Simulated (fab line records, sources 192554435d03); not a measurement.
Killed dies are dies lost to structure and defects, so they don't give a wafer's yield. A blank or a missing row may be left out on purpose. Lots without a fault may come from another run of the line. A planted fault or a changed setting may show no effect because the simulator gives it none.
Which tool did it? | flow n5_finfet | 9 lots, 27 wafers sampled, at 5 steps of a route of 1938

WHAT THE GAUGES READ, wafer by wafer
N5_BEOL_M4_RC_MEAS_101.
lot  | measured     | on        | DIBL_N (mV/V)
L231 | day 12 17:31 | prober-02 | 36.9 40.1 35.0
L233 | day 13 10:34 | prober-01 | 40.2 39.1 38.9
L234 | day 13 18:59 | prober-02 | 38.7 36.7 37.4
L235 | day 13 21:57 | prober-01 | 37.6 40.3 38.8
L236 | day 14 11:06 | prober-02 | 34.1 36.3 34.2
L246 | day 17 01:41 | prober-01 | 38.0 33.6 35.8
L247 | day 17 01:52 | prober-02 | 38.5 35.3 36.5
L248 | day 17 05:06 | prober-02 | 39.4 36.0 38.5
L249 | day 17 18:26 | prober-02 | 36.5 33.3 36.9

WHICH TOOL RAN EACH LOT (tool, then ch and the chambers of the sampled wafers, then the start)
lot  | N5_MOL_CONTACT_COAG_ETCH_67        | N5_MOL_CONTACT_COAG_ANNEAL_112  | N5_BEOL_M0_SAQP_HM_DEP_02    | N5_BEOL_M0_SAQP_PECVD_03
L231 | rie_diel-01 ch 0,1,2, day 6 14:44  | hp_anneal-01 ch 0, day 6 16:06  | pvd_sputter-02, day 6 19:44  | pecvd-04 ch 0,1, day 6 19:51
L233 | rie_diel-04 ch 0,1,3, day 7 04:53  | hp_anneal-01 ch 0, day 7 06:08  | pvd_sputter-02, day 7 10:15  | pecvd-03 ch 0,1,2, day 7 10:22
L234 | rie_diel-05 ch 1,3, day 7 08:29    | hp_anneal-01 ch 0, day 7 09:44  | pvd_sputter-01, day 7 15:00  | pecvd-03 ch 1,2, day 7 15:07
L235 | rie_diel-01 ch 0,1,3, day 7 13:19  | hp_anneal-01 ch 0, day 7 14:34  | pvd_sputter-02, day 7 19:17  | pecvd-01 ch 0,2, day 7 19:25
L236 | rie_diel-01 ch 0,1,2, day 7 22:49  | hp_anneal-01 ch 0, day 8 00:04  | pvd_sputter-01, day 8 05:38  | pecvd-01 ch 0,1, day 8 05:45
L246 | rie_diel-04 ch 2,3, day 10 10:22   | hp_anneal-01 ch 0, day 10 11:48 | pvd_sputter-01, day 10 15:35 | pecvd-01 ch 0,2, day 10 15:43
L247 | rie_diel-04 ch 2,3, day 10 14:41   | hp_anneal-01 ch 0, day 10 16:26 | pvd_sputter-01, day 10 20:32 | pecvd-01 ch 0,1,2, day 10 20:40
L248 | rie_diel-05 ch 1,2,3, day 10 16:46 | hp_anneal-01 ch 0, day 10 19:26 | pvd_sputter-03, day 11 00:14 | pecvd-04 ch 1,2, day 11 00:22
L249 | rie_diel-04 ch 0,2,3, day 11 02:27 | hp_anneal-01 ch 0, day 11 03:42 | pvd_sputter-03, day 11 07:08 | pecvd-03 ch 1,2, day 11 07:15
- N5_MOL_CONTACT_COAG_ETCH_67: etches SOC in N2/H2, target depth 60 nm, overetch 21 nm, time 101.2 s.
- N5_MOL_CONTACT_COAG_ANNEAL_112: time 1800 s.
- N5_BEOL_M0_SAQP_HM_DEP_02: deposits TiN, target thk 12 nm.
- N5_BEOL_M0_SAQP_PECVD_03: deposits SiCN from 3MS/NH3, target thk 12 nm, time 21.1 s.

THE ANSWER, worked out from the rows above alone
Rule: what is usual is taken from the lots themselves. Put in order of their means at a reading, lots are off if they are a third of the lots or fewer, leave a main group of 4 or more, and stand apart from it by a gap of 3 or more times the standard deviation of the main group's means; of several such gaps the widest counts. A main group whose means are all the same, to the digits that the tables above print for the reading, isn't used. A lot without any number at a reading at which 4 lots or more have one is off too. The other lots that the step has rows for count as sound.
No lot is off at any reading shown: from this, nothing can be told.

WHAT THE SIMULATOR HAD PUT IN
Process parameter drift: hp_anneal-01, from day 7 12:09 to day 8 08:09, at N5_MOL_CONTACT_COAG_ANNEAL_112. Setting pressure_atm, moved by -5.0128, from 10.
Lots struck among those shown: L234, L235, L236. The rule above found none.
